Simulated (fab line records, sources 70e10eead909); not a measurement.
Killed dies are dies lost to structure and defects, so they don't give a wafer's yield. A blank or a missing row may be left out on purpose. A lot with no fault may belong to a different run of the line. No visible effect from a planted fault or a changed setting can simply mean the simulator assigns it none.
A struck lot beside a sound one / flow nand harc / 30 out of 1159 route steps
Sound: wafers L353.2, L353.3, L353.5. Wafers struck: L360.2, L360.4. The cause comes at the end.
At each step with rows: each side's tool, then ch and its chambers, then its first start. Under that, the readings that differ: sound wafers / struck wafers / difference of the means / sigmas: that difference in standard deviations of wafers without a fault.
alike: a reading whose means differ by less than 2 such deviations, as well as words and numbers matching on both sides. not compared: withheld readings; readings where some wafer has no value; bounds like >300 that might hide an equal value; numbers whose values overlap and for which the record gives no deviation.
A row with sigmas, a row that says differs or no value, or rows on one side alone: a step with any of these is where the two part. Non-overlapping numbers with no deviation appear without sigmas and do not part them. Lack of a reading on every wafer of one side parts them only where that side has two or more wafers.

first, 3 steps without rows for these wafers: NHARC_A_SIN_REMOVE_WET_00 (chemistry H3PO4, time 15300 s); NHARC_A_SIN_REMOVE_PRECLEAN_01 (cleans in SC1); NHARC_A_SIN_REMOVE_SRD_02.
NHARC_A_SIN_REMOVE_INSPECT_04:
  sound on defect inspect-01 at day 18 13:01; struck on defect inspect-01 at day 19 08:17
  alike: raw defect count
then, 5 steps without rows for these wafers: NHARC_A_WL_FILL_ALD_00 (deposits Al2O3, target thk 3 nm, pulse time 3 s, ald cycles 30); NHARC_A_WL_FILL_RTA_01 (time 5 s); NHARC_A_WL_FILL_ALD_02 (deposits TiN, target thk 2 nm, pulse time 3 s, ald cycles 100); NHARC_A_WL_FILL_CVD_03 (deposits W, target thk 40 nm, time 3302 s); NHARC_A_WL_FILL_ETCHBACK_04 (etches the open film in NF3, target depth 60 nm, time 120 s).
NHARC_A_WL_FILL_ETCHBACK_05: etches the open film in Cl2/BCl3, target depth 22 nm, time 60 s.
  sound on rie metal-03 ch 0,1, day 18 23:58; struck on rie metal-01 ch 0, day 19 15:42
  alike: drypump motor current A, oes product au
  not compared: rf hours counter h
NHARC_A_WL_FILL_STRIP_27: strips in N2/H2, time 20 s.
  sound on plasma asher-02 ch 0,1, day 19 00:06; struck on plasma asher-01 ch 0, day 19 15:50
  alike: drypump motor current A, heater power w
  not compared: rf hours counter h
then, 4 steps without rows for these wafers: NHARC_A_WL_FILL_STRIP_28 (strips in post etch residue remover, time 1200 s); NHARC_A_WL_FILL_PRECLEAN_06 (cleans in DIW, time 300 s); NHARC_A_WL_FILL_SRD_07; NHARC_A_WL_FILL_ANNEAL_08 (time 1800 s).
NHARC_A_WL_FILL_ALD_10: deposits SiO2, target thk 50 nm, pulse time 10 s, ald cycles 500.
  sound on ald hk-04 ch 0,3, day 19 02:29; struck on ald hk-04 ch 1,3, day 19 18:33
  alike: heater power w, precursor pulse height rel
then, 1 step without rows for these wafers: NHARC_A_WL_FILL_ETCHBACK_16 (etches the open film in C4F8/O2/Ar, target depth 88 nm, time 17.6 s).
NHARC_A_WL_FILL_STRIP_29: strips in O2, time 20 s.
  sound on rie diel-03 ch 1,3, day 19 07:12; struck on rie diel-12 ch 1,2, day 19 23:19
  alike: drypump motor current A, mfc ar sccm, oes product au, rf vpp V, showerhead plenum p Torr, throttle valve pct
  not compared: rf hours counter h
then, 7 steps without rows for these wafers: NHARC_A_WL_FILL_ETCHBACK_17 (etches the open film in Cl2/BCl3, target depth 4 nm, time 26.7 s); NHARC_A_WL_FILL_PRECLEAN_18 (cleans in dHF, time 30 s); NHARC_A_WL_FILL_SRD_21; NHARC_A_WL_FILL_CVD_23 (deposits poly-Si, target thk 40 nm, time 800 s); NHARC_A_WL_FILL_ETCHBACK_26 (etches the open film in HBr, target depth 52 nm, time 13.3 s); NHARC_A_WL_FILL_PRECLEAN_30 (cleans in dHF, time 10 s); NHARC_A_WL_FILL_SRD_14.
NHARC_A_WL_FILL_ALD_19: deposits TiN, target thk 2 nm, pulse time 3 s, ald cycles 100.
  sound on ald metal-01 ch 1,2,3, day 19 12:56; struck on ald metal-04 ch 0,1, day 20 04:33
  alike: heater power w, precursor pulse height rel
then, 1 step without rows for these wafers: NHARC_A_WL_FILL_CVD_20 (deposits W, target thk 75 nm, time 5064 s).
NHARC_A_WL_FILL_CMP_12: polishes, t overpolish 30 s, target thk 75 nm.
  sound on cmp-01 ch 0,1,2, day 19 20:44; struck on cmp-02 ch 0,1, day 20 14:50
  alike: motor current A, overpolish run s, retaining ring pressure frac, time to endpoint s
after that, 1 step had no rows for these wafers: NHARC_A_WL_FILL_SRD_31.
-- jump in the record: it breaks off in module A_WL_FILL and resumes in module END (first step shown: number 1159 of the route), and 4 days separate the struck wafers' starts before and after --
NHARC_END_SORT_01:
  at this point the record logs the struck wafers (prober-02 ch 0, day 24 18:46) and has no rows for the sound ones

WHERE THEY PART
Within this record, at NHARC_END_SORT_01 only.

WHY: what had been put in by the simulator
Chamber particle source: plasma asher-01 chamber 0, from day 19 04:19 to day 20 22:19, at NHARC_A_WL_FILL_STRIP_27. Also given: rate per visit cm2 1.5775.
